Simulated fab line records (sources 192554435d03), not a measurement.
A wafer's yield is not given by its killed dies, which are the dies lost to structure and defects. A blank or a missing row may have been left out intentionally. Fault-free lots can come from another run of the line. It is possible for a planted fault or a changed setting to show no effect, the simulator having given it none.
Code-filled problem report in 8D (eight disciplines) form ; flow n5Finfet ; the parts of the form that need people (team, actions taken, sign-off) are left out

1. PROBLEM STATEMENT
At N5_BEOL_M9_OCD_MEAS_38, trenchDepthNm averages 0 nm over 6 wafers from 2 lots, while fault-free wafers read 152 nm, standard deviation 3.3. That is -46 standard deviations from the usual mean.
Seen first at day 11 20:45 on ocd-02, wafer L824.1. Wafers with a number at this step in the record: 21, from 8 lots. By rule, "out" or "out of limits" means more than 4 standard deviations away from the usual mean. The rest of the wafers with a number are treated as sound.

2. WHAT IT IS; WHAT IT IS NOT
question;is;is not
which readings at this step;trenchDepthNm;-
which lots;L824, L825;L818, L830, L831, L833, L835, L836
which wafers of those lots;all that have a number;-
read on which gauges;ocd-02;ocd-01
when;from day 11 20:45;"up to then (3 sound wafers); but 12 sound wafers of L830, L831, L833, L835, L836 came after"

3. WHAT RULES OUT EACH SUSPECT
Counting: any tool at a process step up to the reading is kept as a suspect provided that every lot that is out went through it and no sound lot did after the first of them.
- the gauge at N5_BEOL_M9_OCD_MEAS_38: ruled out. All the wafers that are out were read on ocd-02, but those of them that N5_PASSIVATION_PROBE_49 has rows for are out there too, on other tools.
- rieDiel-04 at N5_BEOL_M9_DESCUM_33 (chemistry O2, time 7 s): ruled out as a lasting fault. Following L824 (day 11 20:18), the first lot on it that is out, the sound lots L835, L833, L836 were run on it.
- rieDiel-04 at N5_BEOL_M9_ETCH_65 (etches SiARC in CF4, target depth 15.6 nm, time 26 s): ruled out as a lasting fault. Following L824 (day 11 20:21), the first lot on it that is out, the sound lots L835, L833, L836 were run on it.
- rieDiel-04 at N5_BEOL_M9_ETCH_66 (etches SOC in N2/H2, target depth 80 nm, overetch 16 nm, time 120 s): ruled out as a lasting fault. Following L824 (day 11 20:23), the first lot on it that is out, the sound lots L835, L833, L836 were run on it.
- rieDiel-04 at N5_BEOL_M9_TRENCH_ETCH_37 (etches SiCOH lowk in C4F6/O2, target depth 151.43 nm, time 49 s): ruled out as a lasting fault. Following L824 (day 11 20:35), the first lot on it that is out, the sound lots L835, L833, L836 were run on it.
Left after counting: nothing in the record.

4. THE CAUSE (what the simulator had put in)
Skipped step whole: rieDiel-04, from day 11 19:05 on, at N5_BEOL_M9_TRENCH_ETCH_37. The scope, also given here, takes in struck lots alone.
It was ruled out by counting, in error; the rule expects a fault to strike all lots run on its tool from its start on, and this fault did not.

5. SEQUENCE OF EFFECTS, ordered by route
One row per reading whose mean, taken over the struck wafers that have a number, lies over 3 standard deviations from the usual. Only readings for which the record gives a usual standard deviation are gone through. hours: the time from each lot's start at the first step in this table that gives one to its start at this step, as a median over the lots. sigmas: the change in usual standard deviations.
hours;step;reading;usual;on struck wafers;change;sigmas
0;N5_BEOL_M9_OCD_MEAS_38;trenchDepthNm;152 nm;0;-152;-46
64;N5_PASSIVATION_PROBE_49;defectLimitedYield;91.5 %;0.0;-91.5;-57
64;N5_PASSIVATION_PROBE_49;killed_at_M4_up;13;1074;+1061;+99 or more
64;N5_PASSIVATION_PROBE_49;killedDies;101;1180;+1079;+57
64;N5_PASSIVATION_PROBE_49;killedOnRim;13;152;+139;+35
64;N5_PASSIVATION_PROBE_49;sort_bin_5_function;5.0 %;95.9;+90.9;+91
64;N5_PASSIVATION_PROBE_49;sortNPass;1079;0;-1079;-57
64;N5_PASSIVATION_PROBE_49;sortYieldPct;91.5 %;0.0;-91.5;-57
It contains these process steps:
- N5_PASSIVATION_PROBE_49
Readings that are blank on the struck wafers while sound wafers have them: C4F6_flow_sccm at N5_BEOL_M9_TRENCH_ETCH_37; O2_flow_sccm at N5_BEOL_M9_TRENCH_ETCH_37; drypumpMotorCurrentA at N5_BEOL_M9_TRENCH_ETCH_37; oes_o_777_au at N5_BEOL_M9_TRENCH_ETCH_37; oesProductAu at N5_BEOL_M9_TRENCH_ETCH_37; rfVppV at N5_BEOL_M9_TRENCH_ETCH_37; showerheadPlenumPTorr at N5_BEOL_M9_TRENCH_ETCH_37; throttleValvePct at N5_BEOL_M9_TRENCH_ETCH_37.

6. WHAT WOULD HAVE CAUGHT IT SOONER
2 hours passed between the start of the fault at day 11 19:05 and the first reading out of limits at a measuring or inspecting step in this record, taken at day 11 20:45.
At N5_BEOL_M9_TRENCH_ETCH_37 the tool's readings are blank on the struck wafers, where sound wafers have them: an empty tool record is the first sign, and it was there at once.
